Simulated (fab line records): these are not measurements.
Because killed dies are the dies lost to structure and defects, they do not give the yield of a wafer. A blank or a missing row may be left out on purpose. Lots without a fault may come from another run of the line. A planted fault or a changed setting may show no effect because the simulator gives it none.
Problem report, 8D (eight disciplines) form, completed by code || flow n5_finfet || the parts of the form that need people (team, actions taken, sign-off) are left out

== 1. PROBLEM STATEMENT ==
N5_FIN_SAQP_ETCH_51, etch_rf_on_time_s: mean 119.3 s over 1 wafer from 1 lot; wafers with no fault: 75.2 s, standard deviation 1.9. That puts it +23 standard deviations away from the usual mean.
The step: etches SiARC in CF4, target depth 45.5 nm, time 75.8 s.
Earliest sighting: wafer L199.1 on rie_diel-03 at day 6 10:46. At this step, 26 wafers from 9 lots have a number in the record. The rule behind "out" and "out of limits": a value lying over 4 standard deviations away from the usual mean. All remaining wafers that have a number are taken as sound.

== 2. WHAT IT IS; WHAT IT IS NOT ==
{"question": "which readings at this step", "is": "etch_rf_on_time_s", "is not": "drypump_motor_current_A, mfc_ar_sccm, oes_product_au, showerhead_plenum_p_Torr, throttle_valve_pct"}
{"question": "which lots", "is": "L199", "is not": "L181, L182, L183, L185, L186, L188, L193, L204"}
{"question": "which wafers of those lots", "is": "L199.1", "is not": "L199.2"}
{"question": "read on which tools", "is": "rie_diel-03", "is not": "rie_diel-01, rie_diel-05"}
{"question": "when", "is": "from day 6 10:46", "is not": "up to then (22 sound wafers); but 3 sound wafers of L204 came after"}

== 3. WHAT RULES OUT EACH SUSPECT ==
Counting: if a tool at a process step up to the reading ran every lot that is out, it stays a suspect. Sound lots after the first of them don't rule it out here, since some wafers of a struck lot are sound.
- rtp_anneal-01 at N5_FIN_SAQP_DENSIFY_62 (time 60 s): kept. It processed L199, the lot that is out, at day 6 09:46, and its most recent sound lot before then was L188 at day 3 14:11.
- rie_diel-03 at N5_FIN_SAQP_ETCH_51 (etches SiARC in CF4, target depth 45.5 nm, time 75.8 s): kept. It processed L199, the lot that is out, at day 6 10:46, and its most recent sound lot before then was L193 at day 5 00:38. Out on those wafers are its own readings of etch_rf_on_time_s.
- At N5_FIN_SAQP_ETCH_51 on rie_diel-03, chamber 1 took the sound wafers of the same lots and chamber 0 took the wafers that are out.
After counting, rtp_anneal-01 at N5_FIN_SAQP_DENSIFY_62 and rie_diel-03 at N5_FIN_SAQP_ETCH_51 remain.

== 4. THE CAUSE (what the simulator had put in) ==
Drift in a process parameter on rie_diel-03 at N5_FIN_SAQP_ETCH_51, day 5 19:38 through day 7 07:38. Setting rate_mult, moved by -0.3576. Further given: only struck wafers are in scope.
After counting, 2 suspects remain, this tool included.

== 5. SEQUENCE OF EFFECTS, ordered by route ==
Each row: a reading whose mean over the struck wafers that have a number lies more than 3 standard deviations from the usual. Only readings whose record carries a usual standard deviation are examined. hours: median over the lots of the time between each lot's start at the first step of this table that gives one and its start at this step. sigmas: the change, counted in usual standard deviations.
{"hours": 0, "step": "N5_FIN_SAQP_ETCH_51", "reading": "etch_rf_on_time_s", "usual": "75.2 s", "on struck wafers": 119.3, "change": "+44.1", "sigmas": "+23"}
The process steps in it:
- N5_FIN_SAQP_ETCH_51: etches SiARC in CF4, target depth 45.5 nm, time 75.8 s.
Later measuring or inspecting steps at which every struck wafer that the step has a row for has a number for every such reading, and none has moved that far: N5_BEOL_M4_RC_MEAS_101.

== 6. WHAT WOULD HAVE CAUGHT IT SOONER ==
The fault began at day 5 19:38; the first out-of-limits reading in this record came at day 6 10:46, 15 hours later.
